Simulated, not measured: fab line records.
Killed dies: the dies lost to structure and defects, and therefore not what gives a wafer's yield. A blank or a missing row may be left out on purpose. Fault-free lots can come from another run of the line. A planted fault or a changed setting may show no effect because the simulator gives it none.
fab line records + flow n5Finfet + part 2 of 2: steps 5 to 6 of 6
record
- lots=22
- wafers=66
- lastDay=20
route steps=1938 shown SD_EPI_N@281 SD_EPI_P@304 SD_ACTIVATION@330 ILD0@341 DUMMY_REMOVAL@378
lots with no fault: from the same line, run without faults
startH: start of the lot's first displayed wafer, in hours after the record's first day + waitH: time in hours since the lot's previous step + " unchanged from the row above + L1.1+2: a single row standing in for several wafers + - no value, or no start given + * or withheld: withheld + < > ~ a bound
route shown NAME@n: NAME is a module with steps in the file, n the number in the route of the first one + usual: average and standard deviation across the fault-free wafers + same: alike in all rows + chamber/n: place in a boat + sites: the reading at each site + _std_site: the standard deviation of these + _edge_site: the outer-site mean with the inner-site mean subtracted + radiusMm: for every site, how far away it sits from the centre of the wafer + mask NAME#n: copy n + behind: tool/chamber where the wafer was last shaped + hold: what put the lot on hold/how long, in hours/how the hold closed + device: which transistor (n, p or np) failed to switch + end of line: the same wafers' tests at the end of the route + step lacking rows: just its recipe + killed: dies that structure and defects cost at the first sort, which is not the same as the wafer's yield + map: a wafer's dies, x killed, . not, _ none there
set.NAME: the setting as run; set.NAME@STEP: as run at that earlier step + model.NAME: the simulator's own value behind a step, which no gauge read
steps of the route over a sample of lots; a table a step, a row a wafer
services: from which hour (startH, from the record's first day; less than 0 if before it) a tool's chamber was out of use, for how many hours, and why
## steps
# step N5_ILD0_THK_MEAS_08
# usual
- thkNm=138.7/1
| lot.wafer | tool         | chamber | startH | waitH | thkNm |
|-----------|--------------|---------|--------|-------|-------|
| L074.2    | filmMetro-02 | -       | 63.32  | -     | 139.3 |
| L074.3    | "            | -       | "      | "     | 138.0 |
| L074.5    | "            | -       | "      | "     | 137.4 |
| L075.1    | filmMetro-02 | -       | 72.25  | -     | 138.6 |
| L075.5    | "            | -       | "      | "     | 139.7 |
| L075.6    | "            | -       | "      | "     | 138.6 |
| L076.2    | filmMetro-01 | -       | 75.70  | -     | 140.1 |
| L076.3    | "            | -       | "      | "     | 140.0 |
| L076.5    | "            | -       | "      | "     | 139.9 |
| L077.4    | filmMetro-01 | -       | 81.15  | -     | 139.6 |
| L077.5    | "            | -       | "      | "     | 138.0 |
| L077.6    | "            | -       | "      | "     | 138.8 |
| L078.1    | filmMetro-02 | -       | 87.04  | -     | 139.7 |
| L078.2    | "            | -       | "      | "     | 139.5 |
| L078.6    | "            | -       | "      | "     | 140.2 |
| L079.3    | filmMetro-02 | -       | 93.55  | -     | 139.5 |
| L079.5    | "            | -       | "      | "     | 139.4 |
| L079.6    | "            | -       | "      | "     | 139.1 |
| L080.3    | filmMetro-01 | -       | 100.53 | -     | 139.3 |
| L080.4    | "            | -       | "      | "     | 140.2 |
| L080.6    | "            | -       | "      | "     | 139.9 |
| L081.2    | filmMetro-02 | -       | 106.91 | -     | 139.7 |
| L081.5    | "            | -       | "      | "     | 138.5 |
| L081.6    | "            | -       | "      | "     | 138.7 |
| L082.2    | filmMetro-01 | -       | 110.86 | -     | 139.0 |
| L082.4    | "            | -       | "      | "     | 138.5 |
| L082.5    | "            | -       | "      | "     | 139.6 |
| L083.2    | filmMetro-02 | -       | 118.39 | -     | 137.6 |
| L083.5    | "            | -       | "      | "     | 137.6 |
| L083.6    | "            | -       | "      | "     | 136.7 |
| L084.1    | filmMetro-01 | -       | 122.85 | -     | 139.5 |
| L084.3    | "            | -       | "      | "     | 138.6 |
| L084.4    | "            | -       | "      | "     | 138.6 |
| L086.2    | filmMetro-02 | -       | 136.40 | -     | 138.9 |
| L086.4    | "            | -       | "      | "     | 137.8 |
| L086.6    | "            | -       | "      | "     | 138.3 |
| L087.2    | filmMetro-01 | -       | 142.76 | -     | 138.3 |
| L087.5    | "            | -       | "      | "     | 137.8 |
| L087.6    | "            | -       | "      | "     | 137.2 |
| L088.1    | filmMetro-02 | -       | 146.03 | -     | 139.2 |
| L088.2    | "            | -       | "      | "     | 140.1 |
| L088.4    | "            | -       | "      | "     | 139.2 |
| L089.1    | filmMetro-02 | -       | 152.76 | -     | 137.8 |
| L089.2    | "            | -       | "      | "     | 137.2 |
| L089.6    | "            | -       | "      | "     | 137.5 |
| L090.2    | filmMetro-01 | -       | 161.34 | -     | 138.5 |
| L090.4    | "            | -       | "      | "     | 137.9 |
| L090.6    | "            | -       | "      | "     | 140.4 |
| L091.2    | filmMetro-02 | -       | 163.50 | -     | 138.6 |
| L091.4    | "            | -       | "      | "     | 139.9 |
| L091.6    | "            | -       | "      | "     | 139.0 |
| L093.1    | filmMetro-02 | -       | 178.75 | -     | 137.2 |
| L093.2    | "            | -       | "      | "     | 138.0 |
| L093.5    | "            | -       | "      | "     | 137.9 |
| L094.2    | filmMetro-01 | -       | 183.12 | -     | 138.4 |
| L094.3    | "            | -       | "      | "     | 138.4 |
| L094.5    | "            | -       | "      | "     | 136.6 |
| L095.1    | filmMetro-01 | -       | 189.00 | -     | 137.5 |
| L095.4    | "            | -       | "      | "     | 139.8 |
| L095.5    | "            | -       | "      | "     | 139.8 |
| L096.1    | filmMetro-01 | -       | 194.83 | -     | 139.7 |
| L096.4    | "            | -       | "      | "     | 139.1 |
| L096.6    | "            | -       | "      | "     | 138.3 |
| L097.1    | filmMetro-02 | -       | 202.60 | -     | 138.4 |
| L097.4    | "            | -       | "      | "     | 138.0 |
| L097.6    | "            | -       | "      | "     | 138.3 |
# step N5_DUMMY_REMOVAL_STRIP_10
# recipe
- chemistry=N2/H2
- timeS=40
- powerW=100
- tempC=40
- pressureMtorr=100
- rfFrequencyHz=6e+07
- biasPowerW=3
- n2FlowSccm=300
- h2FlowSccm=300
# usual
- chamberPressureMTorr=100.00/0.088
- drypumpMotorCurrentA=5.5/0.47
- oesProductAu=0.75/0.05
- rfVppV=45.5/0.85
- showerheadPlenumPTorr=3.44/0.1
- throttleValvePct=12.30/0.23
| lot.wafer | tool       | chamber | startH | waitH | chamberPressureMTorr | drypumpMotorCurrentA | oesProductAu | rfHoursCounterH | rfVppV | showerheadPlenumPTorr | throttleValvePct |
|-----------|------------|---------|--------|-------|----------------------|----------------------|--------------|-----------------|--------|-----------------------|------------------|
| L074.2    | rieDiel-04 | 1       | 71.56  | 0.0   | 100.17               | 6.1                  | 0.70         | 200             | 44.6   | 3.22                  | 12.29            |
| L074.3    | "          | 3       | "      | "     | 100.06               | 5.7                  | 0.80         | 107             | 44.8   | 3.39                  | 12.04            |
| L074.5    | "          | 1       | "      | "     | 100.31               | 6.1                  | 0.71         | -               | 45.8   | 3.22                  | 12.29            |
| L075.1    | rieDiel-04 | 1       | 80.01  | 0.0   | 100.04               | 6.1                  | 0.70         | 203             | 44.5   | 3.22                  | 12.29            |
| L075.5    | "          | 1       | "      | "     | 100.07               | 6.1                  | 0.70         | -               | 45.2   | 3.22                  | 12.31            |
| L075.6    | "          | 2       | "      | "     | 100.04               | 5.5                  | 0.75         | -               | 45.3   | 3.37                  | 12.27            |
| L076.2    | rieDiel-01 | 3       | 84.05  | 0.0   | 99.95                | 4.7                  | 0.77         | 139             | 44.7   | 3.52                  | 12.00            |
| L076.3    | "          | 1       | "      | "     | 100.08               | 5.8                  | 0.72         | 199             | 46.5   | 3.49                  | 12.55            |
| L076.5    | "          | 1       | "      | "     | 100.08               | 5.8                  | 0.72         | -               | 43.6   | 3.49                  | 12.56            |
| L077.4    | rieDiel-01 | 2       | 88.90  | 0.0   | 100.20               | 4.9                  | 0.78         | 123             | 45.8   | 3.39                  | 12.23            |
| L077.5    | "          | 2       | "      | "     | 100.11               | 5.0                  | 0.78         | -               | 45.3   | 3.39                  | 12.23            |
| L077.6    | "          | 1       | "      | "     | 99.91                | 5.8                  | 0.72         | -               | 45.3   | 3.49                  | 12.57            |
| L078.1    | rieDiel-02 | 1       | 95.12  | 0.0   | 100.15               | 5.1                  | 0.78         | 122             | 44.6   | 3.53                  | 12.00            |
| L078.2    | "          | 2       | "      | "     | 99.84                | 4.8                  | 0.88         | 49              | 44.2   | 3.57                  | 12.49            |
| L078.6    | "          | 2       | "      | "     | 99.94                | 4.8                  | 0.87         | -               | 45.0   | 3.57                  | 12.50            |
| L079.3    | rieDiel-02 | 1       | 101.46 | 0.0   | 100.03               | 5.1                  | 0.79         | 125             | 45.2   | 3.53                  | 12.01            |
| L079.5    | "          | 3       | "      | "     | 99.96                | 5.5                  | 0.85         | -               | 46.6   | 3.57                  | 11.85            |
| L079.6    | "          | 1       | "      | "     | 99.94                | 5.1                  | 0.78         | -               | 46.2   | 3.53                  | 12.04            |
| L080.3    | rieDiel-04 | 1       | 109.36 | 0.0   | 99.94                | 6.1                  | 0.70         | 212             | 44.6   | 3.21                  | 12.32            |
| L080.4    | "          | 0       | "      | "     | 100.13               | 6.1                  | 0.71         | 226             | 46.2   | 3.47                  | 12.57            |
| L080.6    | "          | 0       | "      | "     | 99.96                | 6.1                  | 0.71         | -               | 45.3   | 3.47                  | 12.56            |
| L081.2    | rieDiel-01 | 2       | 115.02 | 0.0   | 100.00               | 4.9                  | 0.77         | 133             | 45.6   | 3.39                  | 12.26            |
| L081.5    | "          | 3       | "      | "     | 99.86                | 4.7                  | 0.76         | -               | 45.7   | 3.52                  | 12.03            |
| L081.6    | "          | 1       | "      | "     | 99.92                | 5.8                  | 0.71         | -               | 46.3   | 3.48                  | 12.59            |
| L082.2    | rieDiel-02 | 1       | 119.16 | 0.0   | 100.05               | 5.1                  | 0.77         | 130             | 44.0   | 3.53                  | 12.01            |
| L082.4    | "          | 0       | "      | "     | 99.89                | 5.1                  | 0.71         | 177             | 46.3   | 3.51                  | 12.34            |
| L082.5    | "          | 2       | "      | "     | 99.96                | 4.9                  | 0.87         | -               | 44.8   | 3.57                  | 12.51            |
| L083.2    | rieDiel-01 | 0       | 126.21 | 0.0   | 99.93                | 5.5                  | 0.76         | 129             | 45.6   | 3.52                  | 12.03            |
| L083.5    | "          | 2       | "      | "     | 99.93                | 5.0                  | 0.77         | -               | 45.4   | 3.38                  | 12.28            |
| L083.6    | "          | 1       | "      | "     | 99.91                | 5.8                  | 0.71         | -               | 46.0   | 3.48                  | 12.62            |
| L084.1    | rieDiel-04 | 2       | 130.81 | 0.0   | 99.97                | 5.5                  | 0.73         | 175             | 46.5   | 3.36                  | 12.31            |
| L084.3    | "          | 1       | "      | "     | 100.03               | 6.1                  | 0.68         | 219             | 43.4   | 3.21                  | 12.35            |
| L084.4    | "          | 3       | "      | "     | 100.04               | 5.7                  | 0.77         | 121             | 46.2   | 3.38                  | 12.07            |
| L086.2    | rieDiel-01 | 0       | 144.22 | 0.0   | 99.99                | 5.5                  | 0.76         | 134             | 44.6   | 3.52                  | 12.02            |
| L086.4    | "          | 3       | "      | "     | 99.87                | 4.7                  | 0.76         | 160             | 45.3   | 3.51                  | 12.09            |
| L086.6    | "          | 2       | "      | "     | 100.07               | 5.0                  | 0.77         | -               | 46.2   | 3.38                  | 12.30            |
| L087.2    | rieDiel-04 | 0       | 150.66 | 0.0   | 100.08               | 6.1                  | 0.70         | 237             | 47.6   | 3.47                  | 12.62            |
| L087.5    | "          | 0       | "      | "     | 100.07               | 6.1                  | 0.70         | -               | 45.6   | 3.47                  | 12.61            |
| L087.6    | "          | 1       | "      | "     | 99.93                | 6.1                  | 0.68         | -               | 45.0   | 3.21                  | 12.35            |
| L088.1    | rieDiel-04 | 2       | 153.65 | 0.0   | 100.05               | 5.5                  | 0.73         | 181             | 46.0   | 3.36                  | 12.33            |
| L088.2    | "          | 3       | "      | "     | 100.11               | 5.6                  | 0.77         | 128             | 46.3   | 3.38                  | 12.11            |
| L088.4    | "          | 1       | "      | "     | 99.98                | 6.1                  | 0.68         | 225             | 45.8   | 3.21                  | 12.35            |
| L089.1    | rieDiel-04 | 0       | 160.39 | 0.0   | 99.97                | 6.2                  | 0.70         | 240             | 45.6   | 3.47                  | 12.61            |
| L089.2    | "          | 3       | "      | "     | 99.94                | 5.7                  | 0.77         | 130             | 44.4   | 3.38                  | 12.09            |
| L089.6    | "          | 3       | "      | "     | 99.98                | 5.6                  | 0.77         | -               | 45.8   | 3.38                  | 12.10            |
| L090.2    | rieDiel-04 | 3       | 169.41 | 0.0   | 99.99                | 5.7                  | 0.76         | 132             | 44.9   | 3.38                  | 12.11            |
| L090.4    | "          | 1       | "      | "     | 100.06               | 6.1                  | 0.68         | 230             | 45.6   | 3.20                  | 12.35            |
| L090.6    | "          | 2       | "      | "     | 99.82                | 5.5                  | 0.72         | -               | 44.3   | 3.35                  | 12.34            |
| L091.2    | rieDiel-04 | 2       | 172.34 | 0.0   | 99.92                | 5.5                  | 0.72         | 187             | 44.3   | 3.35                  | 12.35            |
| L091.4    | "          | 0       | "      | "     | 99.98                | 6.1                  | 0.69         | 243             | 44.5   | 3.46                  | 12.62            |
| L091.6    | "          | 0       | "      | "     | 100.05               | 6.1                  | 0.70         | -               | 46.7   | 3.46                  | 12.61            |
| L093.1    | rieDiel-02 | 0       | 186.80 | 0.0   | 100.06               | 5.1                  | 0.68         | 199             | 45.0   | 3.49                  | 12.43            |
| L093.2    | "          | 3       | "      | "     | 99.92                | 5.5                  | 0.82         | 80              | 45.4   | 3.56                  | 11.89            |
| L093.5    | "          | 2       | "      | "     | 99.90                | 4.8                  | 0.82         | -               | 44.6   | 3.56                  | 12.55            |
| L094.2    | rieDiel-01 | 2       | 191.36 | 0.0   | 100.03               | 5.0                  | 0.75         | 156             | 45.3   | 3.37                  | 12.33            |
| L094.3    | "          | 1       | "      | "     | 100.00               | 5.8                  | 0.70         | 235             | 45.4   | 3.47                  | 12.65            |
| L094.5    | "          | 2       | "      | "     | 99.94                | 5.0                  | 0.75         | -               | 46.3   | 3.37                  | 12.32            |
| L095.1    | rieDiel-02 | 3       | 197.08 | 0.0   | 99.89                | 5.5                  | 0.81         | 83              | 45.0   | 3.56                  | 11.93            |
| L095.4    | "          | 2       | "      | "     | 100.04               | 4.8                  | 0.84         | 79              | 47.3   | 3.56                  | 12.57            |
| L095.5    | "          | 2       | "      | "     | 100.07               | 4.8                  | 0.84         | -               | 44.2   | 3.56                  | 12.58            |
| L096.1    | rieDiel-01 | 3       | 202.90 | 0.0   | 99.99                | 4.7                  | 0.73         | 177             | 45.5   | 3.50                  | 12.09            |
| L096.4    | "          | 2       | "      | "     | 99.90                | 5.0                  | 0.75         | 159             | 44.0   | 3.37                  | 12.33            |
| L096.6    | "          | 2       | "      | "     | 100.05               | 5.0                  | 0.75         | -               | 45.3   | 3.37                  | 12.32            |
| L097.1    | rieDiel-01 | 3       | 212.44 | 0.0   | 99.89                | 4.7                  | 0.74         | 179             | 45.7   | 3.50                  | 12.12            |
| L097.4    | "          | 1       | "      | "     | 100.17               | 5.8                  | 0.69         | 240             | 46.6   | 3.47                  | 12.66            |
| L097.6    | "          | 2       | "      | "     | 100.01               | 5.0                  | 0.75         | -               | 44.6   | 3.37                  | 12.32            |
## services
| tool       | chamber | startH | hours | kind                        |
|------------|---------|--------|-------|-----------------------------|
| rieSi-06   | 0       | 36.93  | 2.3   | repair                      |
| rieDiel-04 | 3       | 40.64  | 4.0   | repair                      |
| rieSi-01   | -       | 40.80  | 0.2   | repair                      |
| rieSi-01   | 1       | 57.50  | 3.5   | repair                      |
| rieDiel-04 | 3       | 87.56  | 2.5   | repair                      |
| rieSi-03   | 3       | 89.36  | 2.0   | repair                      |
| rieSi-03   | -       | 95.23  | 0.8   | repair                      |
| rieDiel-02 | 0       | 100.91 | 6.0   | repair                      |
| rieSi-03   | -       | 110.33 | 0.7   | repair                      |
| rieSi-01   | -       | 115.94 | 0.4   | repair                      |
| rieDiel-02 | 2       | 137.47 | 6.3   | repair                      |
| rieSi-01   | 0       | 140.30 | 7.5   | repair                      |
| rieSi-01   | 1       | 147.26 | 3.2   | repair                      |
| rieSi-03   | 0       | 162.03 | 6.1   | repair                      |
| rieDiel-02 | 3       | 164.68 | 12.2  | repair                      |
| rieDiel-04 | 1       | 180.16 | 11.0  | repair                      |
| rieDiel-04 | 0       | 191.20 | -     | clean                       |
| rieDiel-04 | 0       | 191.20 | -     | consumableReplace:focusRing |
| rieDiel-04 | 0       | 191.20 | 20.1  | scheduledDown               |
| rieDiel-04 | 0       | 191.20 | 20.1  | ventCycle                   |
| rieDiel-02 | -       | 195.75 | 0.3   | repair                      |
| rieSi-03   | 1       | 201.79 | 3.0   | repair                      |
| rieDiel-02 | 3       | 210.60 | 4.7   | repair                      |
